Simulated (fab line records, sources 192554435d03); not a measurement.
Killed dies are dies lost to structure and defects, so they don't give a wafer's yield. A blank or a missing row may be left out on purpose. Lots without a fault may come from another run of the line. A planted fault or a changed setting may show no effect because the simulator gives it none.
Problem report in the 8D (eight disciplines) form, filled by code | flow n5_finfet | the parts of the form that need people (team, actions taken, sign-off) are left out

1. THE PROBLEM
rf_fwd_power_W at N5_BEOL_M8_ETCH_66 reads a mean of 1034 W on 3 wafers of 2 lots; wafers without a fault read 836 W with a standard deviation of 3.1. That is +64 standard deviations from the usual mean.
The step: etches SOC in N2/H2, target depth 80 nm, overetch 16 nm, time 120 s.
First seen on wafer L403.3, day 13 17:10, on rie_diel-03. The record holds 29 wafers of 10 lots with a number at this step. Rule for "out", or "out of limits": more than 4 standard deviations from the usual mean. The other wafers with a number count as sound.

2. WHAT IT IS AND WHAT IT IS NOT
question                    | is                       | is not
which readings at this step | rf_fwd_power_W, rf_vpp_V | drypump_motor_current_A, oes_product_au, showerhead_plenum_p_Torr
which lots                  | L403, L406               | L388, L393, L395, L397, L398, L402, L407, L409
which wafers of those lots  | L403.3, L403.6, L406.1   | L403.4, L406.4, L406.5
read on which tools         | rie_diel-03              | rie_diel-01, rie_diel-06
when                        | from day 13 17:10        | up to then (18 sound wafers); but 8 sound wafers of L406, L407, L409 came after

3. SUSPECTS, AND WHAT RULES EACH OUT
Counting: a tool at a process step up to the reading stays a suspect if it ran every lot that is out. Sound lots after the first of them don't rule it out here, since some wafers of a struck lot are sound.
- rie_diel-03 at N5_BEOL_M8_DESCUM_33 (chemistry O2, time 7 s): kept. It ran every lot that is out, first L403 (day 13 17:05); its last sound lot up to then is L398 (day 12 04:49).
- rie_diel-03 at N5_BEOL_M8_ETCH_66 (etches SOC in N2/H2, target depth 80 nm, overetch 16 nm, time 120 s): kept. It ran every lot that is out, first L403 (day 13 17:10); its last sound lot up to then is L398 (day 12 04:53). Its own readings are out on those wafers: rf_fwd_power_W, rf_vpp_V.
- Within rie_diel-03 at N5_BEOL_M8_DESCUM_33: the wafers that are out ran in chamber 3; their sound lot-mates ran in chambers 0, 1, 2.
- Within rie_diel-03 at N5_BEOL_M8_ETCH_66: the wafers that are out ran in chamber 3; their sound lot-mates ran in chambers 0, 1, 2.
Left after counting: rie_diel-03 at N5_BEOL_M8_DESCUM_33, rie_diel-03 at N5_BEOL_M8_ETCH_66.

4. THE CAUSE (what the simulator had put in)
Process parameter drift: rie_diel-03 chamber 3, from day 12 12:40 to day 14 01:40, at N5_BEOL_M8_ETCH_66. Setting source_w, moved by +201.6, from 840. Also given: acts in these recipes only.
Counting left 2 suspects, and this tool is among them.

5. THE CHAIN OF EFFECTS, in route order
Each row: a reading whose mean over the struck wafers that have a number lies more than 3 standard deviations from the usual. Only readings for which the record gives a usual standard deviation are gone through. hours: the time from each lot's start at the first step in this table that gives one to its start at this step, as a median over the lots. sigmas: the change in usual standard deviations.
hours | step               | reading        | usual   | on struck wafers | change | sigmas
0     | N5_BEOL_M8_ETCH_66 | rf_fwd_power_W | 836 W   | 1034             | +198   | +64
0     | N5_BEOL_M8_ETCH_66 | rf_vpp_V       | 523.9 V | 486.0            | -37.9  | -18
The process steps in it:
- N5_BEOL_M8_ETCH_66: etches SOC in N2/H2, target depth 80 nm, overetch 16 nm, time 120 s.

6. WHAT WOULD HAVE CAUGHT IT SOONER
In this record the first reading out of limits was taken at day 13 17:10, 28 hours after the fault began at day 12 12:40.
